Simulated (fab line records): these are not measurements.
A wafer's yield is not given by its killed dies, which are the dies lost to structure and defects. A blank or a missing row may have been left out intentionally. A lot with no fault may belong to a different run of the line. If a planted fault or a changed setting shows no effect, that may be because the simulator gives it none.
Which of the tools did it? :: flow n5_finfet :: 9 lots with 25 wafers sampled at 5 steps, on a route of 1938 steps

== WHAT THE GAUGES SHOWED, per wafer ==
N5_BEOL_M4_RC_MEAS_101.
lot: L416
measured: day 8 12:06
on: prober-02
DIBL_N (mV/V): 38.5 37.1 36.7
DIBL_P (mV/V): 37.3 34.6 34.6
IOFF_N (nA/um): 0.18 0.14 0.14
IOFF_P (nA/um): 0.21 0.17 0.15
IOFF_P_85C (nA/um): 3.6 3.0 2.8
IOFF_P_LIN (nA/um): 0.098 0.084 0.077
ION_N (uA/um): 693 685 668
ION_P (uA/um): 464 461 447
REXT_N (ohm.um): 72.1 71.5 72.0
REXT_P (ohm.um): 99.3 100.3 102.1
SS_N (mV/dec): 71.5 71.3 71.4
SS_P (mV/dec): 73.9 73.2 73.4
VT_N (mV): 246 253 253
VT_N_LVT (mV): 96 101 102
VT_P (mV): -248 -254 -254
VT_P_LVT (mV): -99.8 -102.6 -105.0

lot: L417
measured: day 8 08:55
on: prober-02
DIBL_N (mV/V): 34.6 34.0 37.1
DIBL_P (mV/V): 34.5 33.7 37.9
IOFF_N (nA/um): 0.14 0.13 0.18
IOFF_P (nA/um): 0.19 0.17 0.23
IOFF_P_85C (nA/um): 3.4 3.2 4.0
IOFF_P_LIN (nA/um): 0.096 0.091 0.110
ION_N (uA/um): 669 667 689
ION_P (uA/um): 462 460 467
REXT_N (ohm.um): 75.1 74.9 74.8
REXT_P (ohm.um): 101.7 102.4 102.0
SS_N (mV/dec): 71.7 71.6 71.5
SS_P (mV/dec): 72.8 72.1 73.1
VT_N (mV): 252 253 246
VT_N_LVT (mV): 99 100 95
VT_P (mV): -248 -253 -247
VT_P_LVT (mV): -97.1 -97.9 -95.7

lot: L425
measured: day 10 02:14
on: prober-02
DIBL_N (mV/V): 36.5 38.0 40.3
DIBL_P (mV/V): 36.4 39.3 42.2
IOFF_N (nA/um): 0.14 0.19 0.24
IOFF_P (nA/um): 0.19 0.24 0.30
IOFF_P_85C (nA/um): 3.3 4.0 4.8
IOFF_P_LIN (nA/um): 0.093 0.108 0.127
ION_N (uA/um): 686 693 701
ION_P (uA/um): 472 474 475
REXT_N (ohm.um): 74.5 73.2 73.7
REXT_P (ohm.um): 99.5 99.1 99.9
SS_N (mV/dec): 72.0 71.2 72.4
SS_P (mV/dec): 73.6 73.5 74.3
VT_N (mV): 251 249 244
VT_N_LVT (mV): 98 95 93
VT_P (mV): -252 -249 -245
VT_P_LVT (mV): -99.3 -96.5 -94.0

lot: L426
measured: day 10 04:45
on: prober-01
DIBL_N (mV/V): 37.7 35.5 35.9
DIBL_P (mV/V): 36.4 33.3 34.8
IOFF_N (nA/um): 0.19 0.13 0.14
IOFF_P (nA/um): 0.24 0.18 0.21
IOFF_P_85C (nA/um): 4.1 3.2 3.6
IOFF_P_LIN (nA/um): 0.113 0.093 0.105
ION_N (uA/um): 697 655 682
ION_P (uA/um): 474 457 469
REXT_N (ohm.um): 75.9 75.8 75.6
REXT_P (ohm.um): 102.4 101.9 101.7
SS_N (mV/dec): 71.9 71.9 71.6
SS_P (mV/dec): 73.2 72.4 72.8
VT_N (mV): 244 252 246
VT_N_LVT (mV): 94 100 98
VT_P (mV): -246 -252 -246
VT_P_LVT (mV): -95.0 -98.7 -97.6

lot: L428
measured: day 11 07:11
on: prober-01
DIBL_N (mV/V): 35.3 35.7 36.4
DIBL_P (mV/V): 34.5 34.5 34.9
IOFF_N (nA/um): 0.14 0.15 0.16
IOFF_P (nA/um): 0.18 0.20 0.20
IOFF_P_85C (nA/um): 3.3 3.5 3.5
IOFF_P_LIN (nA/um): 0.090 0.097 0.096
ION_N (uA/um): 679 679 678
ION_P (uA/um): 463 461 459
REXT_N (ohm.um): 76.7 76.3 76.8
REXT_P (ohm.um): 100.6 102.2 102.3
SS_N (mV/dec): 71.1 71.2 71.6
SS_P (mV/dec): 72.3 72.8 73.1
VT_N (mV): 250 248 247
VT_N_LVT (mV): 98 95 95
VT_P (mV): -252 -249 -252
VT_P_LVT (mV): -100.5 -98.1 -98.8

lot: L429
measured: day 11 12:19
on: prober-02
DIBL_N (mV/V): 34.5 31.2
DIBL_P (mV/V): 33.9 31.4
IOFF_N (nA/um): 0.13 0.09
IOFF_P (nA/um): 0.21 0.13
IOFF_P_85C (nA/um): 3.6 2.4
IOFF_P_LIN (nA/um): 0.104 0.068
ION_N (uA/um): 676 633
ION_P (uA/um): 473 430
REXT_N (ohm.um): 77.5 97.2
REXT_P (ohm.um): 98.6 122.8
SS_N (mV/dec): 70.4 70.6
SS_P (mV/dec): 72.5 72.2
VT_N (mV): 250 255
VT_N_LVT (mV): 101 107
VT_P (mV): -250 -260
VT_P_LVT (mV): -97.1 -108.5

lot: L430
measured: day 11 16:40
on: prober-01
DIBL_N (mV/V): 34.4 36.8 37.4
DIBL_P (mV/V): 34.9 37.8 38.2
IOFF_N (nA/um): 0.12 0.15 0.16
IOFF_P (nA/um): 0.16 0.20 0.20
IOFF_P_85C (nA/um): 2.8 3.4 3.5
IOFF_P_LIN (nA/um): 0.077 0.091 0.093
ION_N (uA/um): 665 668 682
ION_P (uA/um): 453 456 465
REXT_N (ohm.um): 75.6 76.0 75.2
REXT_P (ohm.um): 98.9 99.7 97.5
SS_N (mV/dec): 69.9 71.1 71.3
SS_P (mV/dec): 72.7 73.4 73.6
VT_N (mV): 255 254 253
VT_N_LVT (mV): 101 98 97
VT_P (mV): -258 -252 -254
VT_P_LVT (mV): -103.7 -100.0 -99.0

lot: L432
measured: day 12 04:37
on: prober-01
DIBL_N (mV/V): 34.6 35.9 36.6
DIBL_P (mV/V): 35.4 36.7 36.7
IOFF_N (nA/um): 0.13 0.16 0.17
IOFF_P (nA/um): 0.18 0.20 0.19
IOFF_P_85C (nA/um): 3.2 3.5 3.4
IOFF_P_LIN (nA/um): 0.089 0.096 0.094
ION_N (uA/um): 671 684 684
ION_P (uA/um): 468 471 466
REXT_N (ohm.um): 75.1 76.2 74.5
REXT_P (ohm.um): 101.8 105.3 103.3
SS_N (mV/dec): 69.9 71.1 71.0
SS_P (mV/dec): 72.8 73.8 73.2
VT_N (mV): 252 251 253
VT_N_LVT (mV): 98 96 96
VT_P (mV): -253 -252 -252
VT_P_LVT (mV): -99.6 -98.3 -99.9

lot: L433
measured: day 12 09:25
on: prober-02
DIBL_N (mV/V): 37.1 28.7
DIBL_P (mV/V): 38.1 30.7
IOFF_N (nA/um): 0.16 0.07
IOFF_P (nA/um): 0.22 0.10
IOFF_P_85C (nA/um): 3.8 1.9
IOFF_P_LIN (nA/um): 0.104 0.055
ION_N (uA/um): 680 612
ION_P (uA/um): 461 424
REXT_N (ohm.um): 73.2 94.8
REXT_P (ohm.um): 103.9 128.3
SS_N (mV/dec): 71.9 70.1
SS_P (mV/dec): 73.2 71.8
VT_N (mV): 250 265
VT_N_LVT (mV): 100 113
VT_P (mV): -251 -261
VT_P_LVT (mV): -98.2 -111.1

== EACH LOT AND THE TOOL THAT RAN IT (in order: tool; ch and the chambers of the sampled wafers; start) ==
lot: L416
N5_DUMMY_GATE_TRIM_49: rie_si-06 ch 0,1, day 2 21:23
N5_DUMMY_GATE_STRIP_40: rie_diel-06 ch 0,1,2, day 2 21:28
N5_DUMMY_GATE_STRIP_48: rie_diel-03 ch 0,2,3, day 2 22:15
N5_SPACER0_ALD_00: ald_sin-02 ch 1,3, day 2 22:37

lot: L417
N5_DUMMY_GATE_TRIM_49: rie_si-01 ch 0,1,2, day 3 05:20
N5_DUMMY_GATE_STRIP_40: rie_diel-06 ch 0,2,3, day 3 05:26
N5_DUMMY_GATE_STRIP_48: rie_diel-05 ch 0,2,3, day 3 06:05
N5_SPACER0_ALD_00: ald_sin-01 ch 0,1, day 3 06:28

lot: L425
N5_DUMMY_GATE_TRIM_49: rie_si-02 ch 0,2,3, day 5 03:07
N5_DUMMY_GATE_STRIP_40: rie_diel-03 ch 2,3, day 5 03:12
N5_DUMMY_GATE_STRIP_48: rie_diel-03 ch 0,1,3, day 5 03:52
N5_SPACER0_ALD_00: ald_sin-01 ch 1,2,3, day 5 06:25

lot: L426
N5_DUMMY_GATE_TRIM_49: rie_si-06 ch 0,3, day 5 12:14
N5_DUMMY_GATE_STRIP_40: rie_diel-03 ch 0,3, day 5 12:20
N5_DUMMY_GATE_STRIP_48: rie_diel-06 ch 0,1,3, day 5 12:58
N5_SPACER0_ALD_00: ald_sin-01 ch 2,3, day 5 13:21

lot: L428
N5_DUMMY_GATE_TRIM_49: rie_si-02 ch 2,3, day 6 01:00
N5_DUMMY_GATE_STRIP_40: rie_diel-03 ch 0,2, day 6 01:06
N5_DUMMY_GATE_STRIP_48: rie_diel-06 ch 0,3, day 6 01:44
N5_SPACER0_ALD_00: ald_sin-03 ch 2,3, day 6 02:07

lot: L429
N5_DUMMY_GATE_TRIM_49: rie_si-01 ch 0,3, day 6 08:53
N5_DUMMY_GATE_STRIP_40: rie_diel-06 ch 3, day 6 08:59
N5_DUMMY_GATE_STRIP_48: rie_diel-06 ch 0,1, day 6 09:42
N5_SPACER0_ALD_00: ald_sin-01 ch 2, day 6 10:29

lot: L430
N5_DUMMY_GATE_TRIM_49: rie_si-02 ch 0,1,2, day 6 11:45
N5_DUMMY_GATE_STRIP_40: rie_diel-06 ch 0,1, day 6 11:51
N5_DUMMY_GATE_STRIP_48: rie_diel-06 ch 0,1,3, day 6 12:33
N5_SPACER0_ALD_00: ald_sin-03 ch 0,3, day 6 13:11

lot: L432
N5_DUMMY_GATE_TRIM_49: rie_si-01 ch 0,1,2, day 6 23:10
N5_DUMMY_GATE_STRIP_40: rie_diel-03 ch 0,1,3, day 6 23:17
N5_DUMMY_GATE_STRIP_48: rie_diel-03 ch 1,2,3, day 6 23:56
N5_SPACER0_ALD_00: ald_sin-03 ch 0,1,2, day 7 00:18

lot: L433
N5_DUMMY_GATE_TRIM_49: rie_si-02 ch 0,1, day 7 04:08
N5_DUMMY_GATE_STRIP_40: rie_diel-05 ch 0,1, day 7 04:29
N5_DUMMY_GATE_STRIP_48: rie_diel-05 ch 0,1, day 7 05:08
N5_SPACER0_ALD_00: ald_sin-01 ch 0,3, day 7 05:41
- N5_DUMMY_GATE_TRIM_49: chemistry O2, time 29 s, target cd 14 nm.
- N5_DUMMY_GATE_STRIP_40: strips in CF4.
- N5_DUMMY_GATE_STRIP_48: strips in N2/H2, time 20 s.
- N5_SPACER0_ALD_00: deposits SiOCN, target thk 3.5 nm, pulse time 3 s, purge time 2 s.

== AS READ BY THE TOOLS THEMSELVES (means over the sampled wafers that have a number; for cases with no such wafer, the mark the record gives instead) ==
N5_DUMMY_GATE_TRIM_49.
lot: L416
tool: rie_si-06
drypump_motor_current_A (A): 4.8
oes_product_au (a.u.): 1.019
throttle_valve_pct (%): 7.98

lot: L417
tool: rie_si-01
drypump_motor_current_A (A): 5.9
oes_product_au (a.u.): 0.998
throttle_valve_pct (%): 8.12

lot: L425
tool: rie_si-02
drypump_motor_current_A (A): 5.8
oes_product_au (a.u.): 1.003
throttle_valve_pct (%): 8.17

lot: L426
tool: rie_si-06
drypump_motor_current_A (A): 5.1
oes_product_au (a.u.): 1.007
throttle_valve_pct (%): 8.00

lot: L428
tool: rie_si-02
drypump_motor_current_A (A): 5.9
oes_product_au (a.u.): 0.998
throttle_valve_pct (%): 8.21

lot: L429
tool: rie_si-01
drypump_motor_current_A (A): 6.0
oes_product_au (a.u.): 1.000
throttle_valve_pct (%): 8.25

lot: L430
tool: rie_si-02
drypump_motor_current_A (A): 5.6
oes_product_au (a.u.): 1.011
throttle_valve_pct (%): 8.24

lot: L432
tool: rie_si-01
drypump_motor_current_A (A): 5.9
oes_product_au (a.u.): 0.989
throttle_valve_pct (%): 8.12

lot: L433
tool: rie_si-02
drypump_motor_current_A (A): 5.6
oes_product_au (a.u.): 1.020
throttle_valve_pct (%): 8.18

N5_DUMMY_GATE_STRIP_40.
lot: L416
tool: rie_diel-06
drypump_motor_current_A (A): 5.46
oes_product_au (a.u.): 0.74
rf_vpp_V (V): 272.3
showerhead_plenum_p_Torr (Torr): 1.84
throttle_valve_pct (%): 13.67

lot: L417
tool: rie_diel-06
drypump_motor_current_A (A): 5.42
oes_product_au (a.u.): 0.76
rf_vpp_V (V): 271.0
showerhead_plenum_p_Torr (Torr): 1.82
throttle_valve_pct (%): 13.66

lot: L425
tool: rie_diel-03
drypump_motor_current_A (A): 5.21
oes_product_au (a.u.): 0.70
rf_vpp_V (V): 271.1
showerhead_plenum_p_Torr (Torr): 1.80
throttle_valve_pct (%): 13.81

lot: L426
tool: rie_diel-03
drypump_motor_current_A (A): 5.42
oes_product_au (a.u.): 0.70
rf_vpp_V (V): 272.1
showerhead_plenum_p_Torr (Torr): 1.82
throttle_valve_pct (%): 13.71

lot: L428
tool: rie_diel-03
drypump_motor_current_A (A): 5.70
oes_product_au (a.u.): 0.71
rf_vpp_V (V): 270.5
showerhead_plenum_p_Torr (Torr): 1.77
throttle_valve_pct (%): 13.50

lot: L429
tool: rie_diel-06
drypump_motor_current_A (A): 5.33
oes_product_au (a.u.): 0.73
rf_vpp_V (V): 270.4
showerhead_plenum_p_Torr (Torr): 1.80
throttle_valve_pct (%): 13.73

lot: L430
tool: rie_diel-06
drypump_motor_current_A (A): 5.33
oes_product_au (a.u.): 0.70
rf_vpp_V (V): 271.6
showerhead_plenum_p_Torr (Torr): 1.85
throttle_valve_pct (%): 13.70

lot: L432
tool: rie_diel-03
drypump_motor_current_A (A): 5.46
oes_product_au (a.u.): 0.74
rf_vpp_V (V): 271.8
showerhead_plenum_p_Torr (Torr): 1.84
throttle_valve_pct (%): 13.60

lot: L433
tool: rie_diel-05
drypump_motor_current_A (A): 5.22
oes_product_au (a.u.): 0.80
rf_vpp_V (V): 270.3
showerhead_plenum_p_Torr (Torr): 1.80
throttle_valve_pct (%): 13.54

N5_DUMMY_GATE_STRIP_48.
lot: L416
tool: rie_diel-03
drypump_motor_current_A (A): 5.47
oes_product_au (a.u.): 0.73
rf_vpp_V (V): 44.6
showerhead_plenum_p_Torr (Torr): 3.41
throttle_valve_pct (%): 12.31

lot: L417
tool: rie_diel-05
drypump_motor_current_A (A): 5.36
oes_product_au (a.u.): 0.73
rf_vpp_V (V): 45.1
showerhead_plenum_p_Torr (Torr): 3.45
throttle_valve_pct (%): 12.44

lot: L425
tool: rie_diel-03
drypump_motor_current_A (A): 5.48
oes_product_au (a.u.): 0.76
rf_vpp_V (V): 45.0
showerhead_plenum_p_Torr (Torr): 3.47
throttle_valve_pct (%): 12.14

lot: L426
tool: rie_diel-06
drypump_motor_current_A (A): 5.29
oes_product_au (a.u.): 0.73
rf_vpp_V (V): 46.0
showerhead_plenum_p_Torr (Torr): 3.47
throttle_valve_pct (%): 12.31

lot: L428
tool: rie_diel-06
drypump_motor_current_A (A): 5.18
oes_product_au (a.u.): 0.75
rf_vpp_V (V): 45.7
showerhead_plenum_p_Torr (Torr): 3.50
throttle_valve_pct (%): 12.26

lot: L429
tool: rie_diel-06
drypump_motor_current_A (A): 5.29
oes_product_au (a.u.): 0.73
rf_vpp_V (V): 44.8
showerhead_plenum_p_Torr (Torr): 3.51
throttle_valve_pct (%): 12.33

lot: L430
tool: rie_diel-06
drypump_motor_current_A (A): 5.29
oes_product_au (a.u.): 0.72
rf_vpp_V (V): 45.6
showerhead_plenum_p_Torr (Torr): 3.47
throttle_valve_pct (%): 12.35

lot: L432
tool: rie_diel-03
drypump_motor_current_A (A): 5.25
oes_product_au (a.u.): 0.74
rf_vpp_V (V): 44.9
showerhead_plenum_p_Torr (Torr): 3.46
throttle_valve_pct (%): 12.35

lot: L433
tool: rie_diel-05
drypump_motor_current_A (A): 5.24
oes_product_au (a.u.): 0.82
rf_vpp_V (V): 45.0
showerhead_plenum_p_Torr (Torr): 3.41
throttle_valve_pct (%): 12.17

N5_SPACER0_ALD_00.
lot: L416
tool: ald_sin-02
heater_power_w (W): 909
precursor_pulse_height_rel: 0.993

lot: L417
tool: ald_sin-01
heater_power_w (W): 861
precursor_pulse_height_rel: 0.987

lot: L425
tool: ald_sin-01
heater_power_w (W): 824
precursor_pulse_height_rel: 1.016

lot: L426
tool: ald_sin-01
heater_power_w (W): 792
precursor_pulse_height_rel: 1.024

lot: L428
tool: ald_sin-03
heater_power_w (W): 862
precursor_pulse_height_rel: 0.997

lot: L429
tool: ald_sin-01
heater_power_w (W): 820
precursor_pulse_height_rel: 1.003

lot: L430
tool: ald_sin-03
heater_power_w (W): 832
precursor_pulse_height_rel: 0.981

lot: L432
tool: ald_sin-03
heater_power_w (W): 829
precursor_pulse_height_rel: 1.001

lot: L433
tool: ald_sin-01
heater_power_w (W): 834
precursor_pulse_height_rel: 0.992

== THE ANSWER, worked out from the rows above alone ==
Rule: the usual values come from the lots themselves. The widest of any qualifying gaps counts: lots, ordered by their means at a reading, are off when they make up no more than a third of the lots, leave a main group of 4 or more, and stand apart from it by 3 or more times the standard deviation of that group's means. Not used: any main group whose means are identical at the precision the tables above print for the reading. A lot without any number at a reading at which 4 lots or more have one is off too. The other lots that the step has rows for count as sound. First the gauges in route order, then the tools' own readings, where a lot's mean is used as printed above. At the first step where some lot is off, the reading lying furthest off is the one used; lots without a number count as furthest.
Off: L429, L433, seen at N5_BEOL_M4_RC_MEAS_101 (REXT_N). The main group: mean 74.8 ohm.um, standard deviation 1.4.
If a tool, at a process step before that reading, ran all the lots that are off and no sound lot after the first of them, it fits. The gauges at N5_BEOL_M4_RC_MEAS_101 are tried like those tools. 2 tools fit, ald_sin-01 at N5_SPACER0_ALD_00 and prober-02 at N5_BEOL_M4_RC_MEAS_101, so this cannot tell which one it is.

== WHAT HAD BEEN PUT IN BY THE SIMULATOR ==
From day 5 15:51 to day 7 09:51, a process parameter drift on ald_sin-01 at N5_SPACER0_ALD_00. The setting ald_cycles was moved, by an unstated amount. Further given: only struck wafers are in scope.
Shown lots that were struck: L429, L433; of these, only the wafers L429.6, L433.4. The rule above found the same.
